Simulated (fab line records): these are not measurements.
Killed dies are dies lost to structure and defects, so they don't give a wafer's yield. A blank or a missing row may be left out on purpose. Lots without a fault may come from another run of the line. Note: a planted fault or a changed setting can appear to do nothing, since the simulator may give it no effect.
Split-lot study -- flow n5_finfet -- 21 wafers read across 7 lots, on a route 1938 steps long

THE SPLIT ITSELF
At N5_BEOL_M6_TRENCH_ETCH_37 (etches SiCOH lowk in C4F6/O2, target depth 94.435 nm, time 31.5 s), the setting source_w was moved away from the recipe's 345 W on 8 of the 21 wafers read, by -15.4% to +9.5%. For the rest of the wafers, this setting stayed at what the recipe calls for.

FROM THE SPLIT TO THE READING: what the file shows between them, 12 steps
- N5_BEOL_M6_ETCH_41: etches SiCN in CH3F/O2, target depth 29.7 nm, time 52 s
- N5_BEOL_M6_STRIP_80: strips in N2/H2, time 10 s
- N5_BEOL_M6_OCD_MEAS_38
- N5_BEOL_M6_ALD_77: deposits TaN, target thk 2 nm, pulse time 2 s, purge time 3 s (also split here: co_reactant_pulse_time_s)
- N5_BEOL_M6_SURFACE_TREAT_79
- N5_BEOL_M6_CVD_78: deposits Co from CCTBA/H2, target thk 2 nm, time 142.3 s
- N5_BEOL_M6_ECD_50: material Cu, target thk 300 nm
- N5_BEOL_M6_ANNEAL_51: time 90 s
- N5_BEOL_M6_CMP_52: polishes, stops on SiCOH lowk, t overpolish 6.9 s, target thk 80 nm
- N5_BEOL_M6_THK_MEAS_53: measures by xrf
- N5_BEOL_M6_PRE_CLEAN_55: time 15 s
- N5_BEOL_M6_DEP_56: deposits SiCN from 3MS/NH3, target thk 10 nm, time 17.5 s

THE READING
Measured at N5_BEOL_M6_RS_MEAS_57 by four-point probe: M6_RS, in ohm/sq. A value of 0.285 ohm/sq with a standard deviation of 0.0055 ohm/sq is what fault-free wafers of this fab line usually give.

wafer,"tool, chamber at the split","source_w as run, W",against the recipe,"M6_RS, ohm/sq",against lot-mates on the recipe
L074.2,"rie_diel-06, 0",345,recipe,0.285,-
L074.3,"rie_diel-06, 3",345,recipe,0.287,-
L074.6,"rie_diel-06, 2",377.9,+9.5%,0.270,-0.016
L078.4,"rie_diel-04, 1",345,recipe,0.287,-
L078.5,"rie_diel-04, 0",345,recipe,0.292,-
L078.6,"rie_diel-04, 1",345,recipe,0.284,-
L080.1,"rie_diel-05, 1",345,recipe,0.290,-
L080.5,"rie_diel-05, 2",345,recipe,0.287,-
L080.6,"rie_diel-05, 1",345,recipe,0.284,-
L081.3,"rie_diel-04, 3",371.1,+7.6%,0.272,no lot-mate on the recipe
L081.4,"rie_diel-04, 1",371.1,+7.6%,0.274,no lot-mate on the recipe
L081.5,"rie_diel-04, 1",371.1,+7.6%,0.271,no lot-mate on the recipe
L089.2,"rie_diel-05, 0",300.4,-12.9%,0.305,+0.017
L089.4,"rie_diel-05, 1",345,recipe,0.288,-
L089.5,"rie_diel-05, 0",300.4,-12.9%,0.302,+0.014
L092.1,"rie_diel-05, 2",345,recipe,0.290,-
L092.3,"rie_diel-05, 3",345,recipe,0.297,-
L092.5,"rie_diel-05, 3",345,recipe,0.293,-
L095.1,"rie_diel-06, 3",345,recipe,0.282,-
L095.2,"rie_diel-06, 1",291.9,-15.4%,0.321,+0.039
L095.3,"rie_diel-06, 0",291.9,-15.4%,0.310,+0.028

THE FIT
A straight line over all 21 wafers: M6_RS changes by -0.00168 ohm/sq for each +1% of source_w; r = -0.94; the points scatter about the line by 0.0045 ohm/sq.
The same after taking each lot's own level away (the mean of its wafers on the recipe; 18 wafers): -0.00177 ohm/sq for each +1%; r = -0.94; scatter 0.0045 ohm/sq.
According to that fit, moving source_w by its largest amount changes the reading by 0.027 ohm/sq.
The lots' own levels span 0.2820 to 0.2933 ohm/sq, that is 2.1 times the standard deviation above.
Hence the lot-to-lot level has little effect on the slope; both slopes agree.
Check: with one of the wafers moved furthest among these (-15.4%) left out of the fit, the line predicts +0.0228 ohm/sq for it against its lot-mates. Against them it came out at +0.039 ohm/sq.
Tool readings at the split's step, against how far the setting was moved: rf_vpp_V r = -0.97.

THE OTHER SPLITS THESE WAFERS WENT THROUGH
Before the reading, these wafers also passed through other splits. Each is held against what the fit with the lots' levels taken away leaves over:
other split on the same wafers,wafers away from the commonest value,r with M6_RS (lot level and that fit taken away)
N5_BEOL_M4_SPUTTER_48 time_s,8,-0.06
N5_BEOL_M6_ALD_77 co_reactant_pulse_time_s,8,+0.18

THE WHOLE CHAIN: every reading that the file lists as answering this split, in the file's order
step,what it does,reading,change (the file's fit),r (the file's)
N5_BEOL_M6_TRENCH_ETCH_37,"etches SiCOH lowk in C4F6/O2, target depth 94.435 nm, time 31.5 s",rf_vpp_V,-2.88 V for each +1% of the setting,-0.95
N5_BEOL_M6_TRENCH_ETCH_37,"etches SiCOH lowk in C4F6/O2, target depth 94.435 nm, time 31.5 s","etch.depth_nm (the simulator's own value, which no gauge read)",+0.44 nm for each +1% of the setting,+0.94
N5_BEOL_M6_TRENCH_ETCH_37,"etches SiCOH lowk in C4F6/O2, target depth 94.435 nm, time 31.5 s","BEOL_M6.feature_depth_nm (the simulator's own value, which no gauge read)",+0.443 nm for each +1% of the setting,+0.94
N5_BEOL_M6_OCD_MEAS_38,,trench_depth_nm,+0.451 nm for each +1% of the setting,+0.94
N5_BEOL_M6_CMP_52,"polishes, stops on SiCOH lowk, t overpolish 6.9 s, target thk 80 nm","Cu_of_BEOL_M6_ECD_50.thk_nm (the simulator's own value, which no gauge read)",+0.397 nm for each +1% of the setting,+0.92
N5_BEOL_M6_THK_MEAS_53,measures by xrf,M6_THK,+0.405 for each +1% of the setting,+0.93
N5_BEOL_M6_RS_MEAS_57,measures by four-point-probe,M6_RS,-0.00177 for each +1% of the setting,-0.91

THE FILE'S OWN FIT
M6_RS changes by -0.00177 ohm/sq for each +1% of source_w, r = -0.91.
